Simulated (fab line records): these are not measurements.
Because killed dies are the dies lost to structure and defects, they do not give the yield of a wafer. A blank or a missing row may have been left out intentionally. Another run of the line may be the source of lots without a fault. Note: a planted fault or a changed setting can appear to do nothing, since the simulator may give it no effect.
Which tool did it? / flow nandHarc / 6 lots, 18 wafers sampled, at 4 steps of a route of 1159

== WHAT THE GAUGES READ, wafer by wafer ==
NHARC_THIN_TSV_CD_MEAS_37.
lot=L350; measured=day 19 07:53; on=cdSem-02; cdNm (nm)=5003 5002 5001
lot=L352; measured=day 19 16:29; on=cdSem-02; cdNm (nm)=5004 5000 5001
lot=L357; measured=day 20 12:05; on=cdSem-02; cdNm (nm)=5005 4995 5004
lot=L361; measured=day 21 10:10; on=cdSem-03; cdNm (nm)=4998 5003 5007
lot=L365; measured=day 23 07:43; on=cdSem-03; cdNm (nm)=4994 5007 5003
lot=L370; measured=day 24 11:22; on=cdSem-03; cdNm (nm)=4999 4999 5005

== WHAT TOOL EACH LOT RAN ON (gives the tool, then ch and the chambers of the sampled wafers, and finally the start) ==
lot=L350; NHARC_THIN_TSV_DEP_47=pecvd-03 ch 0,1,2, day 19 02:00; NHARC_THIN_TSV_ANNEAL_52=rtpAnneal-01 ch 0, day 19 04:14; NHARC_THIN_TSV_ETCH_36=rieMetal-02 ch 0, day 19 06:58
lot=L352; NHARC_THIN_TSV_DEP_47=pecvd-03 ch 0,1,2, day 19 04:11; NHARC_THIN_TSV_ANNEAL_52=rtpAnneal-01 ch 0, day 19 06:51; NHARC_THIN_TSV_ETCH_36=rieMetal-01 ch 0,1, day 19 15:03
lot=L357; NHARC_THIN_TSV_DEP_47=pecvd-02 ch 0,2, day 20 06:37; NHARC_THIN_TSV_ANNEAL_52=rtpAnneal-02 ch 0, day 20 08:44; NHARC_THIN_TSV_ETCH_36=rieMetal-01 ch 0,1, day 20 11:11
lot=L361; NHARC_THIN_TSV_DEP_47=pecvd-02 ch 0,1, day 21 04:27; NHARC_THIN_TSV_ANNEAL_52=rtpAnneal-02 ch 0, day 21 06:39; NHARC_THIN_TSV_ETCH_36=rieMetal-03 ch 0,1, day 21 09:16
lot=L365; NHARC_THIN_TSV_DEP_47=pecvd-01 ch 0,1,2, day 23 02:22; NHARC_THIN_TSV_ANNEAL_52=rtpAnneal-01 ch 0, day 23 04:29; NHARC_THIN_TSV_ETCH_36=rieMetal-01 ch 0,1, day 23 06:50
lot=L370; NHARC_THIN_TSV_DEP_47=pecvd-03 ch 0,2, day 24 05:56; NHARC_THIN_TSV_ANNEAL_52=rtpAnneal-01 ch 0, day 24 08:04; NHARC_THIN_TSV_ETCH_36=rieMetal-02 ch 0,1, day 24 10:28
- NHARC_THIN_TSV_DEP_47: deposits SiO2, target thk 200 nm.
- NHARC_THIN_TSV_ANNEAL_52: time 90 s.
- NHARC_THIN_TSV_ETCH_36: etches the open film in Cl2/BCl3, target depth 65 nm, time 18.571 s.

== THE ANSWER, worked out from the rows above alone ==
Rule: the usual values come from the lots themselves. The widest of any qualifying gaps counts: lots, ordered by their means at a reading, are off when they make up no more than a third of the lots, leave a main group of 4 or more, and stand apart from it by 3 or more times the standard deviation of that group's means. The tables above print the reading to a certain number of digits; a main group whose means all agree to those digits is not used. A lot without any number at a reading at which 4 lots or more have one is off too. Where the step has rows for the other lots, those lots are counted as sound.
No lot is off at any reading shown: from this, nothing can be told.

== WHAT THE SIMULATOR HAD INSERTED ==
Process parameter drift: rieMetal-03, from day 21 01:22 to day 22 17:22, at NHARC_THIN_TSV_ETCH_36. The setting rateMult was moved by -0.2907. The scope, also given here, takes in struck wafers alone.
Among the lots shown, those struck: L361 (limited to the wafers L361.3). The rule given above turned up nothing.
